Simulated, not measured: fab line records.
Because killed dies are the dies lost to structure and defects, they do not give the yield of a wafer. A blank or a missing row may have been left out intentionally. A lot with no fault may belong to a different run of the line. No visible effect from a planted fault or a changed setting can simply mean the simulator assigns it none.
fab line records | flow nandHarc
record lots=13 wafers=39 lastDay=26
route steps=1159 shown P_ZERO_WELL@41 P_STI@83
lots that met no fault: from a run of the same line without faults
startH: hours from the record's first day to the start of the lot's first wafer shown | waitH: hours since the lot's step before | " identical to the entry in the row above | L1.1+2: a single row standing in for several wafers | - no value, or no start given | * or withheld: withheld | < > ~ a bound
route shown NAME@n: a module of which the file shows steps, and the number in the route of the first | usual: mean/standard deviation of fault-free wafers | same: alike in all rows | chamber/n: place in a boat | sites: the reading at each site | _std_site: their standard deviation | _edge_site: the outer-site mean with the inner-site mean subtracted | radiusMm: for every site, how far away it sits from the centre of the wafer | mask NAME#n: copy n | behind: the most recent tool/chamber to have shaped the wafer | hold: reason for holding the lot/hours on hold/outcome of the hold | device: transistor that didn't switch, given as n, p or np | end of line: the route-end tests of the same wafers | a step without rows: its recipe alone | killed: at the first sort, the dies lost to defects and structure; wafer yield is something else | map: per-die view of a wafer (x killed, . not killed, _ where there is no die)
set.NAME: the setting that was run; set.NAME@STEP: the one run at that earlier step | model.NAME: the simulator's own value behind a step, which no gauge read
a sample of lots followed through the steps of the route, with each step as a table and each wafer as a row
services: the hour from which a tool's chamber was out of use, counted from the record's first day as startH (under 0 if before that day), plus the number of hours and why
## steps
# step NHARC_P_ZERO_WELL_EXPOSE_34
# recipe na=0.6 targetCdNm=720 doseMj=22.31 maskId=P_PWELL
# columns lot.wafer tool chamber startH waitH mask
L409.3+4+5 krfScanner-02 0 15.96 - P_PWELL#0
L410.1+3+6 krfScanner-04 0 21.96 - P_PWELL#0
L411.1+2+5 krfScanner-01 0 28.06 - P_PWELL#0
L413.2+5+6 krfScanner-01 0 39.83 - P_PWELL#0
L414.1+2+6 krfScanner-04 0 45.97 - P_HVPW#0
L424.2+3+4 krfScanner-04 0 105.99 - P_PWELL#0
L425.1+2+5 krfScanner-02 0 112.17 - P_PWELL#0
L426.2+3+4 krfScanner-01 0 118.48 - P_PWELL#0
L428.3+4+6 krfScanner-01 0 130.09 - P_PWELL#0
L429.1+2+3 krfScanner-02 0 135.96 - P_PWELL#0
L430.1+4+5 krfScanner-02 0 141.73 - P_PWELL#0
L431.1+2+4 krfScanner-04 0 147.95 - P_PWELL#0
L432.2+3+5 krfScanner-02 0 154.14 - P_PWELL#0
# step NHARC_P_ZERO_WELL_CD_MEAS_37
# recipe targetCdNm=720 landingEnergyEv=500
# usual cdNm=719.9/1.8
# columns lot.wafer tool chamber startH waitH cdNm
L409.3 cdSem-01 0 16.11 - 718.8
L409.4 " 0 " " 721.2
L409.5 " 0 " " 721.7
L410.1 cdSem-03 0 22.11 - 718.1
L410.3 " 0 " " 717.6
L410.6 " 0 " " 719.6
L411.1 cdSem-01 0 28.21 - 720.0
L411.2 " 0 " " 723.7
L411.5 " 0 " " 722.3
L413.2 cdSem-03 0 39.98 - 719.8
L413.5 " 0 " " 719.3
L413.6 " 0 " " 719.5
L414.1 cdSem-03 0 46.13 - -
L414.2 " 0 " " -
L414.6 " 0 " " -
L424.2 cdSem-03 0 106.14 - 716.0
L424.3 " 0 " " 716.4
L424.4 " 0 " " 717.8
L425.1 cdSem-01 0 112.33 - 718.3
L425.2 " 0 " " 719.1
L425.5 " 0 " " 721.5
L426.2 cdSem-01 0 118.63 - 722.1
L426.3 " 0 " " 720.7
L426.4 " 0 " " 717.5
L428.3 cdSem-02 0 130.24 - 721.4
L428.4 " 0 " " 721.8
L428.6 " 0 " " 719.2
L429.1 cdSem-01 0 136.11 - 719.5
L429.2 " 0 " " 720.8
L429.3 " 0 " " 717.7
L430.1 cdSem-02 0 141.88 - 720.4
L430.4 " 0 " " 720.1
L430.5 " 0 " " 722.5
L431.1 cdSem-03 0 148.11 - 721.2
L431.2 " 0 " " 717.2
L431.4 " 0 " " 720.9
L432.2 cdSem-01 0 154.30 - 719.7
L432.3 " 0 " " 721.5
L432.5 " 0 " " 720.8
# step NHARC_P_STI_CD_MEAS_09
# recipe targetCdNm=200 landingEnergyEv=500
# usual cdNm=199.5/2.1
# columns lot.wafer tool chamber startH waitH cdNm
L409.3 cdSem-02 0 34.92 - 194.1
L409.4 " 0 " " 199.2
L409.5 " 0 " " 198.4
L410.1 cdSem-03 0 42.00 - 200.1
L410.3 " 0 " " 202.3
L410.6 " 0 " " 199.5
L411.1 cdSem-01 0 49.24 - 199.6
L411.2 " 0 " " 199.2
L411.5 " 0 " " 199.2
L413.2 cdSem-01 0 56.65 - 201.7
L413.5 " 0 " " 200.1
L413.6 " 0 " " 202.6
L424.2 cdSem-02 0 125.34 - 197.6
L424.3 " 0 " " 197.7
L424.4 " 0 " " 197.1
L425.1 cdSem-03 0 141.37 - 199.4
L425.2 " 0 " " 197.4
L425.5 " 0 " " 196.5
L426.2 cdSem-02 0 141.40 - 198.6
L426.3 " 0 " " 199.1
L426.4 " 0 " " 198.8
L428.3 cdSem-03 0 156.77 - 200.1
L428.4 " 0 " " 202.0
L428.6 " 0 " " 198.5
L429.1 cdSem-02 0 156.94 - 197.6
L429.2 " 0 " " 198.8
L429.3 " 0 " " 199.2
L430.1 cdSem-03 0 164.00 - 199.3
L430.4 " 0 " " 199.8
L430.5 " 0 " " 198.5
L431.1 cdSem-02 0 164.16 - 199.2
L431.2 " 0 " " 201.5
L431.4 " 0 " " 199.5
L432.2 cdSem-01 0 176.64 - 200.1
L432.3 " 0 " " 203.4
L432.5 " 0 " " 203.5
# step NHARC_P_STI_OVL_MEAS_10
# usual overlayXNm=1/7 overlayYNm=2/5.3
# columns lot.wafer tool chamber startH waitH overlayXNm overlayYNm
L409.3 overlay-01 - 35.02 - -5 6
L409.4 " - " " -5 6
L409.5 " - " " -5 6
L410.1 overlay-01 - 42.09 - 4 1
L410.3 " - " " 5 1
L410.6 " - " " 5 1
L411.1 overlay-02 - 49.33 - 6 4
L411.2 " - " " 6 4
L411.5 " - " " 6 3
L413.2 overlay-01 - 56.73 - 1 10
L413.5 " - " " 0 10
L413.6 " - " " 0 10
L424.2 overlay-01 - 125.42 - -7 7
L424.3 " - " " -8 7
L424.4 " - " " -7 7
L425.1 overlay-02 - 141.46 - 2 4
L425.2 " - " " 3 5
L425.5 " - " " 3 5
L426.2 overlay-02 - 141.50 - 7 0
L426.3 " - " " 7 1
L426.4 " - " " 6 1
L428.3 overlay-02 - 156.86 - -18 8
L428.4 " - " " -18 7
L428.6 " - " " -18 8
L429.1 overlay-01 - 157.04 - 9 1
L429.2 " - " " 9 0
L429.3 " - " " 9 1
L430.1 overlay-01 - 164.08 - 0 5
L430.4 " - " " 0 4
L430.5 " - " " 0 5
L431.1 overlay-02 - 164.24 - -2 1
L431.2 " - " " -1 1
L431.4 " - " " -1 1
L432.2 overlay-01 - 176.73 - 14 6
L432.3 " - " " 13 5
L432.5 " - " " 13 6
# step NHARC_P_STI_DESCUM_14
# recipe timeS=3 o2FlowSccm=200 arFlowSccm=0 biasPowerW=0 chemistry=O2
# usual chamberPressureMTorr=60.00/0.053 drypumpMotorCurrentA=5.7/0.39 oesProductAu=1.001/0.0091 rfVppV=57.7/0.84 showerheadPlenumPTorr=1.89/0.057 throttleValvePct=11.310/0.0089
# columns lot.wafer tool chamber startH waitH chamberPressureMTorr drypumpMotorCurrentA oesProductAu rfHoursCounterH rfVppV showerheadPlenumPTorr throttleValvePct
L409.3 rieDiel-06 0 35.19 - 59.97 5.5 1.001 10 55.7 1.90 11.328
L409.4 " 2 " " 60.05 6.0 0.992 9 58.3 1.88 11.302
L409.5 " 0 " " 60.04 5.5 1.001 - 58.1 1.90 11.318
L410.3 rieDiel-06 2 42.26 - 59.96 5.9 0.984 10 57.4 1.88 11.310
L410.1 " 3 " " 59.91 5.4 1.009 9 56.1 1.81 11.299
L410.6 " 2 " " 59.96 5.9 0.989 - 57.3 1.88 11.307
L411.2 rieDiel-06 3 49.50 - 59.95 5.5 1.014 10 57.8 1.81 11.313
L411.1 " 0 " " 60.00 5.5 1.000 11 58.3 1.90 11.307
L411.5 " 2 " " 59.99 5.9 0.989 - 58.6 1.88 11.297
L413.2 rieDiel-06 0 56.91 - 60.05 5.4 1.003 12 57.5 1.90 11.295
L413.5 " 3 " " 59.97 5.4 1.007 - 56.1 1.81 11.308
L413.6 " 0 " " 59.98 5.4 0.994 - 57.5 1.90 11.317
L424.4 rieDiel-06 2 125.59 - 60.00 6.0 1.000 2 58.0 1.88 11.307
L424.2 " 3 " " 60.06 5.4 0.997 2 57.9 1.81 11.314
L424.3 " 1 " " 60.01 6.2 1.000 2 57.4 1.87 11.304
L425.1 rieDiel-06 0 141.63 - 60.00 5.5 0.989 2 56.9 1.90 11.323
L425.2 " 1 " " 59.99 6.1 1.009 2 57.1 1.87 11.317
L425.5 " 3 " " 60.01 5.4 0.999 - 57.4 1.81 11.315
L426.4 rieDiel-07 1 141.67 - 59.95 5.1 0.986 2 57.1 1.87 11.300
L426.2 " 3 " " 60.04 5.9 1.015 2 57.3 1.89 11.314
L426.3 " 0 " " 60.03 6.3 1.003 2 58.7 1.90 11.305
L428.3 rieDiel-06 3 157.03 - 59.96 5.4 0.997 4 57.1 1.81 11.290
L428.4 " 0 " " 59.98 5.4 0.983 4 57.7 1.90 11.304
L428.6 " 0 " " 59.92 5.4 0.995 - 57.1 1.90 11.309
L429.3 rieDiel-07 1 157.22 - 59.95 5.1 0.998 2 58.5 1.87 11.303
L429.2 " 2 " " 60.04 6.0 1.011 2 59.7 1.94 11.317
L429.1 " 3 " " 59.89 5.9 1.004 3 57.8 1.89 11.297
L430.1 rieDiel-06 1 164.26 - 60.03 6.1 0.992 4 58.0 1.87 11.294
L430.4 " 3 " " 59.99 5.4 0.998 4 59.0 1.81 11.308
L430.5 " 0 " " 59.99 5.5 0.996 - 57.2 1.90 11.319
L431.1 rieDiel-07 0 164.42 - 60.01 6.2 1.007 3 57.1 1.90 11.299
L431.2 " 2 " " 60.06 5.9 1.007 3 59.1 1.94 11.317
L431.4 " 3 " " 60.15 5.9 1.017 3 57.2 1.89 11.312
L432.2 rieDiel-06 2 176.90 - 60.02 5.9 1.000 4 56.8 1.87 11.309
L432.3 " 1 " " 60.02 6.1 1.001 4 56.4 1.87 11.309
L432.5 " 3 " " 59.98 5.4 0.999 - 56.9 1.81 11.313
## services
# columns tool chamber startH hours kind
rieDiel-06 0 -5.67 - clean
rieDiel-06 1 -5.67 - clean
rieDiel-06 2 -5.67 - clean
rieDiel-06 3 -5.67 - clean
rieDiel-07 1 9.89 8.9 repair
rieDiel-06 0 18.83 - clean
rieDiel-06 1 18.83 - clean
rieDiel-06 2 18.83 - clean
rieDiel-06 3 18.83 - clean
krfScanner-02 - 38.00 4.0 pm
rieDiel-06 1 42.25 4.2 repair
rieDiel-06 0 43.33 - clean
rieDiel-06 2 43.33 - clean
rieDiel-06 3 43.33 - clean
krfScanner-01 - 46.97 0.2 repair
krfScanner-02 - 51.03 0.6 repair
rieDiel-07 - 51.20 9.0 pm
krfScanner-04 - 60.72 0.4 repair
rieDiel-06 - 64.33 9.0 pm
krfScanner-01 - 84.00 4.0 pm
rieDiel-07 2 92.97 4.2 repair
krfScanner-02 - 106.75 0.8 repair
krfScanner-04 - 112.17 30.3 repair
rieDiel-07 3 170.83 11.6 repair
## key
firstSign step=NHARC_P_ZERO_WELL_EXPOSE_34 reading=mask direction=changed
effect step=NHARC_P_ZERO_WELL_CD_MEAS_37 reading=cdNm direction=missing
metAt NHARC_P_ZERO_WELL_EXPOSE_34
struckLots L414
laterRowsLeftOut L414.1,L414.2,L414.6
sortLeftOut L414.1,L414.2,L414.6
testerLeftOut L414
notActingAt NHARC_P_STI_CD_MEAS_09,NHARC_P_STI_OVL_MEAS_10,NHARC_P_STI_DESCUM_14
onsetBetween 21.96 45.97
fault kind=wrongMask tool=any chamber=- onsetH=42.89 steps=NHARC_P_ZERO_WELL_EXPOSE_34 auxCopy=P_HVPW#0 scope=struckLotsOnly
# testerLeftOut: of these lots the tester's yield and bins aren't shown, on N5 and GAA mostly nor the transistor test; their killed dies are dies lost to structure and defects alone, not to doping, threshold or leakage, so they don't give the yield
# sortLeftOut: the simulated sort isn't trusted on such a fault, so these wafers' sort isn't shown, and their yield isn't known
# laterRowsLeftOut: the simulator's readings of these wafers behind a module that went badly wrong aren't trusted and aren't shown, but for the sort
